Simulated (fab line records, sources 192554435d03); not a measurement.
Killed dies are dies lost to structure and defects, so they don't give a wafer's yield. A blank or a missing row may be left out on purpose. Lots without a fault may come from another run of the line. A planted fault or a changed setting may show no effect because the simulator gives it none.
fab line records | flow n5_finfet
record lots=11 wafers=31 last_day=24
route steps=1938 shown BEOL_M8@1380 BEOL_M9@1416 PASSIVATION@1936
lots that met no fault: from a run of the same line without faults
start_h: hours from the record's first day to the start of the lot's first wafer shown | wait_h: hours since the lot's step before | " the same as in the row above | L1.1+2: a row that stands for several wafers | - no value, or no start given | * or withheld: withheld | < > ~ a bound
route shown NAME@n: a module of which the file shows steps, and the number in the route of the first | usual: mean/standard deviation of fault-free wafers | same: alike in all rows | chamber/n: place in a boat | sites: the reading at each site | _std_site: their standard deviation | _edge_site: outer sites' mean less inner sites' | radius_mm: how far each site lies from the wafer's centre | mask NAME#n: copy n | behind: the tool/chamber that last shaped the wafer | hold: why the lot was held/for how many hours/how that ended | device: the transistor (n, p or np) that didn't switch | end of line: the same wafers' tests at the end of the route | a step without rows: its recipe alone | killed: dies lost to structure and defects at the first sort, not the wafer's yield | map: a wafer's dies, x killed, . not, _ none there
set.NAME: the setting as run; set.NAME@STEP: as run at that earlier step | model.NAME: the simulator's own value behind a step, which no gauge read
steps of the route over a sample of lots; a table a step, a row a wafer
services: from which hour (start_h, from the record's first day; less than 0 if before it) a tool's chamber was out of use, for how many hours, and why
## steps
# step N5_BEOL_M8_OCD_MEAS_38
# usual trench_depth_nm=93.1/2.5
# columns lot.wafer tool chamber start_h wait_h trench_depth_nm
L496.1 ocd-02 - 343.15 - 96.1
L496.4 " - " " 90.8
L496.6 " - " " 90.4
L499.2 ocd-01 - 349.09 - 98.3
L499.4 " - " " 97.8
L499.6 " - " " 94.3
L498.2 ocd-02 - 372.55 - 94.6
L498.3 " - " " 93.1
L498.6 " - " " 95.3
L495.2 ocd-01 - 381.99 - 90.0
L495.4 " - " " 89.7
L495.5 " - " " 94.8
L508.2 ocd-02 - 437.68 - 89.7
L508.4 " - " " 88.9
L508.6 " - " " 89.8
L507.2 ocd-01 - 441.63 - 89.3
L507.3 " - " " 88.8
L507.4 " - " " 95.1
L509.3 ocd-01 - 448.25 - 94.0
L509.4 " - " " 89.6
L509.5 " - " " 90.9
L510.2 ocd-01 - 450.46 - 94.3
L510.4 " - " " 88.7
L510.5 " - " " 89.2
L514.3 ocd-01 - 473.22 - 93.0
L514.4 " - " " 92.9
L516.4 ocd-02 - 474.80 - 94.3
L516.5 " - " " 94.0
L516.6 " - " " 91.3
L515.4 ocd-01 - 492.78 - 94.0
L515.6 " - " " 92.5
# step N5_BEOL_M8_ALD_77
# recipe material=TaN target_thk_a=20 temp_c=275 ald_precursor_family=PDMAT ald_co_reactant=NH3 pressure_torr=3 carrier_flow_sccm=1500 pulse_time_s=2 purge_time_s=3 co_reactant_purge_time_s=2 co_reactant_pulse_time_s=3 ald_cycles=40 precursor_vessel_temp_c=75 precursor_vessel_pressure_torr=26.25 precursor_vessel_carrier_sccm=1000
# usual chamber_pressure_Torr=3.001/0.0067 heater_power_w=387/29 precursor_vessel_temp_c=74.97/0.13
# columns lot.wafer tool chamber start_h wait_h chamber_pressure_Torr heater_power_w precursor_vessel_temp_c
L496.1 ald_metal-02 3 343.84 0.0 3.008 427 75.17
L496.4 " 0 " " 3.000 394 74.88
L496.6 " 3 " " 3.016 424 75.19
L499.2 ald_metal-02 3 350.44 0.1 3.011 414 75.00
L499.4 " 0 " " 3.003 399 75.17
L499.6 " 3 " " 3.003 424 75.11
L498.2 ald_metal-02 3 373.38 0.0 2.999 422 75.06
L498.3 " 1 " " 2.991 390 74.95
L498.6 " 1 " " 2.992 388 74.86
L495.2 ald_metal-03 2 382.95 0.0 3.005 360 74.89
L495.4 " 1 " " 2.991 402 75.08
L495.5 " 0 " " 2.995 427 74.94
L508.2 ald_metal-04 2 440.54 0.1 2.994 395 75.17
L508.4 " 0 " " 3.002 326 75.13
L508.6 " 0 " " 2.999 326 75.04
L507.2 ald_metal-04 2 442.60 0.0 3.007 397 74.92
L507.3 " 1 " " 2.993 368 74.90
L507.4 " 0 " " 3.002 324 74.97
L509.3 ald_metal-03 1 449.28 0.1 2.998 396 74.80
L509.4 " 1 " " 2.995 390 74.78
L509.5 " 3 " " 3.009 377 74.83
L510.2 ald_metal-04 1 451.77 0.0 3.005 366 74.66
L510.4 " 0 " " 3.008 330 75.00
L510.5 " 1 " " 3.012 378 74.76
L514.3 ald_metal-02 2 474.24 0.0 3.005 396 75.19
L514.4 " 0 " " 3.001 397 75.11
L516.4 ald_metal-02 0 475.50 0.0 3.004 394 74.84
L516.5 " 0 " " 3.012 403 74.75
L516.6 " 1 " " 3.004 379 74.82
L515.4 ald_metal-03 3 493.81 0.1 2.999 382 75.07
L515.6 " 0 " " 2.994 427 74.87
# step N5_BEOL_M8_THK_MEAS_53
# recipe thk_meas_gauge=xrf reads=Cu_of_BEOL_M8_ECD_50
# usual M8_THK=78.0/2.8
# columns lot.wafer tool chamber start_h wait_h M8_THK[nm]
L496.1 film_metro-02 - 345.25 - 81.0
L496.4 " - " " 76.0
L496.6 " - " " 75.2
L499.2 film_metro-01 - 352.52 - 83.6
L499.4 " - " " 81.8
L499.6 " - " " 79.0
L498.2 film_metro-02 - 375.01 - 80.4
L498.3 " - " " 79.5
L498.6 " - " " 80.9
L495.2 film_metro-01 - 384.61 - 75.9
L495.4 " - " " 75.7
L495.5 " - " " 80.4
L508.2 film_metro-02 - 442.35 - 73.7
L508.4 " - " " 74.8
L508.6 " - " " 73.2
L507.2 film_metro-01 - 444.08 - 76.4
L507.3 " - " " 76.4
L507.4 " - " " 78.3
L509.3 film_metro-01 - 451.80 - 78.8
L509.4 " - " " 74.8
L509.5 " - " " 75.6
L510.2 film_metro-02 - 453.28 - 75.6
L510.4 " - " " 73.2
L510.5 " - " " 73.8
L514.3 film_metro-02 - 476.56 - 79.2
L514.4 " - " " 78.6
L516.4 film_metro-02 - 477.39 - 77.0
L516.5 " - " " 76.8
L516.6 " - " " 75.1
L515.4 film_metro-01 - 496.65 - 75.8
L515.6 " - " " 78.7
# step N5_BEOL_M8_DEP_56
# recipe material=SiCN target_thk_a=100 temp_c=withheld precursor=3MS/NH3 pressure_torr=3 rf_w=202 time_s=17.5
# usual chamber_pressure_Torr=3.001/0.0067 showerhead_plenum_p_Torr=3.667/0.014 throttle_valve_pct=8.8/0.42
# columns lot.wafer tool chamber start_h wait_h chamber_pressure_Torr showerhead_plenum_p_Torr throttle_valve_pct
L496.1 pecvd-01 0 345.31 0.0 2.998 3.677 9.3
L496.4 " 0 " " 3.003 3.673 9.2
L496.6 " 1 " " 3.004 3.679 9.0
L499.2 pecvd-04 1 352.59 0.0 3.000 3.674 9.5
L499.4 " 2 " " 3.001 3.651 8.6
L499.6 " 0 " " 3.007 3.670 8.3
L498.2 pecvd-04 0 375.07 0.0 3.005 3.674 8.1
L498.3 " 2 " " 2.998 3.658 8.7
L498.6 " 2 " " 3.007 3.659 8.4
L495.2 pecvd-04 0 384.67 0.0 3.004 3.670 8.5
L495.4 " 2 " " 3.002 3.651 8.7
L495.5 " 0 " " 3.000 3.676 8.2
L508.2 pecvd-02 1 442.42 0.0 3.005 3.670 8.3
L508.4 " 2 " " 2.993 3.647 8.9
L508.6 " 1 " " 3.001 3.661 8.2
L507.2 pecvd-02 2 444.15 0.0 2.991 3.642 9.1
L507.3 " 2 " " 2.994 3.642 9.1
L507.4 " 1 " " 2.994 3.674 8.3
L509.3 pecvd-04 2 451.86 0.0 3.004 3.648 8.7
L509.4 " 2 " " 2.996 3.648 8.8
L509.5 " 1 " " 3.000 3.666 9.2
L510.2 pecvd-04 0 453.34 0.0 3.004 3.671 8.5
L510.4 " 0 " " 3.000 3.668 8.3
L510.5 " 2 " " 3.012 3.652 8.8
L514.3 pecvd-04 2 476.62 0.0 3.004 3.655 8.8
L514.4 " 2 " " 3.002 3.652 8.5
L516.4 pecvd-04 1 477.47 0.0 3.003 3.670 9.2
L516.5 " 2 " " 3.000 3.649 8.5
L516.6 " 0 " " 3.002 3.667 8.5
L515.4 pecvd-04 0 496.73 0.0 3.008 3.668 8.2
L515.6 " 2 " " 3.006 3.651 8.8
# step N5_BEOL_M8_INSPECT_58
# recipe inspect_instrument=darkfield mode=post_dep
# usual raw_defect_count=69/24
# columns lot.wafer tool chamber start_h wait_h raw_defect_count
L496.1 defect_inspect-01 - 345.41 0.0 138
L496.4 " - " " 131
L496.6 " - " " 52
L499.2 defect_inspect-01 - 352.68 0.0 35
L499.4 " - " " 62
L499.6 " - " " 89
L498.2 defect_inspect-02 - 375.17 0.0 107
L498.3 " - " " 83
L498.6 " - " " 73
L495.2 defect_inspect-01 - 384.76 0.0 101
L495.4 " - " " 73
L495.5 " - " " 57
L508.2 defect_inspect-02 - 442.54 0.0 840
L508.4 " - " " 878
L508.6 " - " " 902
L507.2 defect_inspect-02 - 444.27 0.0 848
L507.3 " - " " 790
L507.4 " - " " 816
L509.3 defect_inspect-02 - 451.96 0.0 56
L509.4 " - " " 27
L509.5 " - " " 48
L510.2 defect_inspect-01 - 453.44 0.0 67
L510.4 " - " " 57
L510.5 " - " " 103
L514.3 defect_inspect-02 - 476.72 0.0 78
L514.4 " - " " 105
L516.4 defect_inspect-01 - 477.54 0.0 95
L516.5 " - " " 58
L516.6 " - " " 64
L515.4 defect_inspect-02 - 496.81 0.0 45
L515.6 " - " " 38
# step N5_BEOL_M9_INSPECT_13
# recipe mode=adi inspect_instrument=brightfield
# usual raw_defect_count=411/98
# columns lot.wafer tool chamber start_h wait_h raw_defect_count
L496.1 defect_inspect-02 - 347.86 0.0 357
L496.4 " - " " 438
L496.6 " - " " 393
L499.2 defect_inspect-02 - 355.05 0.0 485
L499.4 " - " " 443
L499.6 " - " " 520
L498.2 defect_inspect-02 - 376.85 0.0 385
L498.3 " - " " 411
L498.6 " - " " 248
L495.2 defect_inspect-01 - 386.74 0.0 404
L495.4 " - " " 355
L495.5 " - " " 364
L508.2 defect_inspect-02 - 448.15 0.0 1085
L508.4 " - " " 1202
L508.6 " - " " 1183
L507.2 defect_inspect-02 - 449.19 0.0 1219
L507.3 " - " " 1078
L507.4 " - " " 1265
L509.3 defect_inspect-01 - 453.27 0.0 770
L509.4 " - " " 573
L509.5 " - " " 503
L510.2 defect_inspect-01 - 457.02 0.0 502
L510.4 " - " " 440
L510.5 " - " " 423
L514.3 defect_inspect-01 - 479.38 0.0 558
L514.4 " - " " 502
L516.4 defect_inspect-01 - 479.71 0.0 448
L516.5 " - " " 430
L516.6 " - " " 524
L515.4 defect_inspect-02 - 500.51 0.0 202
L515.6 " - " " 204
# step N5_PASSIVATION_PROBE_49
# usual defect_limited_yield=90.7/1.5 killed_at_M0_to_M3=38/11 killed_at_M4_up=15/5.5 killed_at_contacts=12/6 killed_at_front_end=41/11 killed_at_other=3.5/2.7 killed_dies=110/18 killed_open=72/13 killed_short=35/8.7 sort_bin_5_function=5.5/1.1 sort_bin_6_memory=3.4/0.63 sort_bin_8_speed=0.01/0.037 sort_n_pass=1070/18 sort_yield_pct=90.7/1.5
# same gross_dies=1180 killed_at_back_side=0 sort_bin_4_leakage[%]=0
# columns lot.wafer tool chamber start_h wait_h defect_limited_yield[%] killed_at_M0_to_M3 killed_at_M4_up killed_at_contacts killed_at_front_end killed_at_other killed_dies killed_open killed_short sort_bin_5_function[%] sort_bin_6_memory[%] sort_bin_8_speed[%] sort_n_pass sort_yield_pct[%]
L495.2 prober-02 - 469.29 0.1 89.5 51 18 11 40 4 124 82 41 5.8 4.2 0 1056 89.5
L495.4 prober-02 - 469.39 0.2 90.3 45 11 22 36 1 115 74 39 6.2 3.2 0 1065 90.3
L495.5 prober-02 - 469.44 0.2 90.6 48 11 13 37 2 111 74 36 5.6 3.5 0 1069 90.6
L507.2 prober-02 - 517.92 0.1 80.6 23 126 22 58 0 229 78 33 12.0 5.0 0 951 80.6
L507.3 prober-02 - 517.97 0.1 81.8 36 114 13 49 3 215 79 31 12.0 3.8 0.34 961 81.4
L507.4 prober-02 - 518.02 0.2 80.3 31 155 11 32 3 232 68 27 13.7 3.3 0 948 80.3
L508.2 prober-01 - 523.35 0.1 80.1 28 150 12 42 3 235 65 29 12.9 4.2 0 945 80.1
L508.4 prober-01 - 523.45 0.2 84.0 34 126 7 20 2 189 49 25 8.9 3.5 0.08 991 84.0
L508.6 prober-01 - 523.55 0.3 82.3 22 154 2 24 7 209 45 21 10.3 3.8 0 971 82.3
L509.3 prober-02 - 536.03 0.1 89.7 51 17 11 41 1 121 81 35 6.1 3.6 0 1059 89.7
L509.4 prober-02 - 536.08 0.2 89.2 44 18 7 56 3 128 70 52 6.4 3.6 0 1052 89.2
L509.5 prober-02 - 536.13 0.2 88.9 28 17 13 73 0 131 98 33 6.4 4.2 0 1049 88.9
L510.2 prober-02 - 537.23 0.1 92.7 31 17 5 29 4 86 62 24 3.1 4.1 0 1094 92.7
L510.4 prober-02 - 537.33 0.2 90.5 40 10 6 48 8 112 79 33 5.3 3.8 0 1068 90.5
L510.5 prober-02 - 537.38 0.2 90.7 33 20 7 47 3 110 77 33 5.4 3.7 0 1070 90.7
L514.3 prober-01 - 554.84 0.1 89.4 48 13 10 46 8 125 77 48 6.4 3.5 0 1055 89.4
L514.4 prober-01 - 554.89 0.2 90.7 40 16 10 36 8 110 81 29 5.9 3.1 0 1070 90.7
# killed by level:class
L495.2 BEOL_M0_SAQP:geometric_particle:short=14 BEOL_M0_SAQP:geometric_particle:open=13 STI_FIN_REVEAL:geometric_particle:open=12 MOL_CONTACT_COAG:geometric_particle:open=10 BEOL_M2:geometric_particle:open=9 BEOL_M4:geometric_particle:open=8 FIN_SAQP:geometric_particle:open=6 BEOL_M1:geometric_particle:open=6
L495.4 STI_FIN_REVEAL:geometric_particle:open=15 MOL_CONTACT_COAG:geometric_particle:open=15 BEOL_M2:geometric_particle:open=8 BEOL_M3:geometric_particle:open=8 MOL_CONTACT_COAG:geometric_particle:short=7 BEOL_M0_SAQP:geometric_particle:short=7 BEOL_M0_SAQP:geometric_particle:open=7 FIN_SAQP:geometric_particle:open=5
L495.5 MOL_CONTACT_COAG:geometric_particle:open=11 BEOL_M2:geometric_particle:open=10 STI_FIN_REVEAL:geometric_particle:open=8 BEOL_M3:geometric_particle:open=8 BEOL_M0_SAQP:geometric_particle:short=7 BEOL_M1:geometric_particle:open=7 BEOL_M0:geometric_particle:open=6 STARTING-WAFER:geometric_particle:short=6
L507.2 BEOL_M8:unspecified=118 MOL_CONTACT_COAG:geometric_particle:open=17 FIN_SAQP:geometric_particle:open=15 STI_FIN_REVEAL:geometric_particle:open=11 FIN_SAQP:geometric_particle:short=6 BEOL_M0_SAQP:geometric_particle:short=6 BEOL_M2:geometric_particle:open=6 ILD0:geometric_particle:open=5
L507.3 BEOL_M8:unspecified=103 BEOL_M1:geometric_particle:open=15 FIN_SAQP:geometric_particle:open=14 STI_FIN_REVEAL:geometric_particle:open=10 MOL_CONTACT_COAG:geometric_particle:open=10 BEOL_M4:geometric_particle:open=6 FIN_SAQP:geometric_particle:short=5 BEOL_M3:geometric_particle:open=5
L507.4 BEOL_M8:unspecified=136 BEOL_M2:geometric_particle:open=9 MOL_CONTACT_COAG:geometric_particle:open=8 FIN_SAQP:geometric_particle:open=7 BEOL_M1:geometric_particle:open=6 BEOL_M3:geometric_particle:open=6 DUMMY_GATE:geometric_particle:open=5 BEOL_M2:geometric_particle:short=4
L508.2 BEOL_M8:unspecified=141 FIN_SAQP:geometric_particle:open=11 MOL_CONTACT_COAG:geometric_particle:open=11 GATE_CUT:geometric_particle:short=8 BEOL_M0_SAQP:geometric_particle:open=8 DUMMY_GATE:geometric_particle:open=7 BEOL_M1:geometric_particle:open=7 FIN_SAQP:geometric_particle:short=4
L508.4 BEOL_M8:unspecified=114 MOL_CONTACT_COAG:geometric_particle:open=7 BEOL_M1:geometric_particle:open=6 BEOL_M0_SAQP:geometric_particle:open=5 GATE_CUT:geometric_particle:open=5 BEOL_M0:geometric_particle:short=5 BEOL_M3:geometric_particle:short=5 BEOL_M0_SAQP:geometric_particle:short=4
L508.6 BEOL_M8:unspecified=143 FIN_SAQP:geometric_particle:open=7 BEOL_M0:geometric_particle:open=6 BEOL_M4:geometric_particle:open=6 BEOL_M0_SAQP:geometric_particle:open=4 BEOL_M0_SAQP:geometric_particle:short=4 STI_FIN_REVEAL:geometric_particle:open=3 DUMMY_GATE:geometric_particle:open=3
L509.3 BEOL_M0_SAQP:geometric_particle:short=17 BEOL_M0_SAQP:geometric_particle:open=15 STI_FIN_REVEAL:geometric_particle:open=13 MOL_CONTACT_COAG:geometric_particle:open=9 BEOL_M1:geometric_particle:open=6 FIN_SAQP:geometric_particle:open=5 BEOL_M4:geometric_particle:open=5 BEOL_M1:geometric_particle:short=5
L509.4 STI_FIN_REVEAL:geometric_particle:open=19 BEOL_M0_SAQP:geometric_particle:short=16 BEOL_M0_SAQP:geometric_particle:open=14 FIN_SAQP:geometric_particle:short=11 BEOL_M4:geometric_particle:open=11 STI_FIN_REVEAL:geometric_particle:short=7 MOL_CONTACT_COAG:geometric_particle:open=5 BEOL_M1:geometric_particle:open=5
L509.5 STI_FIN_REVEAL:geometric_particle:open=29 BEOL_M4:geometric_particle:open=12 FIN_SAQP:geometric_particle:open=11 MOL_CONTACT_COAG:geometric_particle:open=10 BEOL_M0_SAQP:geometric_particle:open=10 FIN_SAQP:geometric_particle:short=7 DUMMY_GATE:geometric_particle:open=6 STI_FIN_REVEAL:geometric_particle:short=5
L510.2 BEOL_M1:geometric_particle:open=11 BEOL_M4:geometric_particle:open=10 STI_FIN_REVEAL:geometric_particle:open=9 FIN_SAQP:geometric_particle:short=5 MOL_CONTACT_COAG:geometric_particle:open=5 BEOL_M0:geometric_particle:open=5 BEOL_M3:geometric_particle:open=5 FIN_SAQP:geometric_particle:open=4
L510.4 FIN_SAQP:geometric_particle:open=17 FIN_SAQP:geometric_particle:short=9 BEOL_M0_SAQP:geometric_particle:short=8 BEOL_M1:geometric_particle:open=8 BEOL_M2:geometric_particle:open=7 BEOL_M3:geometric_particle:open=6 BEOL_M4:geometric_particle:open=6 STI_FIN_REVEAL:geometric_particle:open=5
L510.5 BEOL_M4:geometric_particle:open=14 FIN_SAQP:geometric_particle:short=13 FIN_SAQP:geometric_particle:open=13 BEOL_M2:geometric_particle:open=9 BEOL_M3:geometric_particle:open=8 MOL_CONTACT_COAG:geometric_particle:open=7 STI_FIN_REVEAL:geometric_particle:open=6 BEOL_M0_SAQP:geometric_particle:short=5
L514.3 BEOL_M3:geometric_particle:open=13 BEOL_M2:geometric_particle:open=8 FIN_SAQP:geometric_particle:open=7 BEOL_M3:geometric_particle:short=7 STARTING-WAFER:geometric_particle:short=7 MOL_CONTACT_COAG:geometric_particle:open=7 BEOL_M0_SAQP:geometric_particle:open=7 FIN_SAQP:geometric_particle:short=5
L514.4 BEOL_M3:geometric_particle:open=16 BEOL_M2:geometric_particle:open=9 MOL_CONTACT_COAG:geometric_particle:open=8 BEOL_M4:geometric_particle:open=8 FIN_SAQP:geometric_particle:short=7 STI_FIN_REVEAL:geometric_particle:open=6 BEOL_M1:geometric_particle:open=6 FIN_SAQP:geometric_particle:open=4
## services
# columns tool chamber start_h hours kind
ald_metal-03 - 337.25 14.0 pm
ald_metal-03 0 337.25 14.0 vent_cycle
ald_metal-03 1 337.25 14.0 vent_cycle
ald_metal-03 2 337.25 14.0 vent_cycle
ald_metal-03 3 337.25 14.0 vent_cycle
ald_metal-04 - 337.52 0.8 repair
pecvd-02 0 345.10 2.8 repair
pecvd-01 - 345.97 2.8 pm
ald_metal-03 0 351.25 - clean
ald_metal-03 1 351.25 - clean
ald_metal-02 - 359.23 6.0 pm
ald_metal-02 - 369.78 2.0 repair
ald_metal-02 2 373.03 1.5 repair
pecvd-01 1 391.49 6.6 repair
pecvd-02 2 412.23 2.6 repair
pecvd-01 - 418.73 2.0 repair
pecvd-02 - 430.83 0.7 repair
ald_metal-03 - 435.13 8.7 pm
pecvd-02 0 437.61 12.9 repair
pecvd-01 - 439.33 0.8 pm
ald_metal-03 0 447.70 8.1 repair
ald_metal-04 - 480.94 2.8 pm
ald_metal-02 0 483.81 16.1 repair
ald_metal-02 - 491.65 2.8 pm
## key
first_sign step=N5_BEOL_M8_INSPECT_58 reading=raw_defect_count direction=up sigmas=32 usual=69 struck=846
effect step=N5_BEOL_M9_INSPECT_13 reading=raw_defect_count direction=up sigmas=7.8 usual=411 struck=1172
effect step=N5_PASSIVATION_PROBE_49 reading=killed_at_M4_up direction=up sigmas=22 usual=15 struck=138
more_kills_born_at N5_BEOL_M8_DEP_56@pecvd-02=755
met_at N5_BEOL_M8_DEP_56
struck_lots L507,L508
not_acting_at N5_BEOL_M8_OCD_MEAS_38,N5_BEOL_M8_ALD_77,N5_BEOL_M8_THK_MEAS_53
fault kind=chamber_particle_source tool=pecvd-02 chamber=- onset_h=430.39 steps=N5_BEOL_M8_DEP_56 rate_per_visit_cm2=1.2424 end_h=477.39
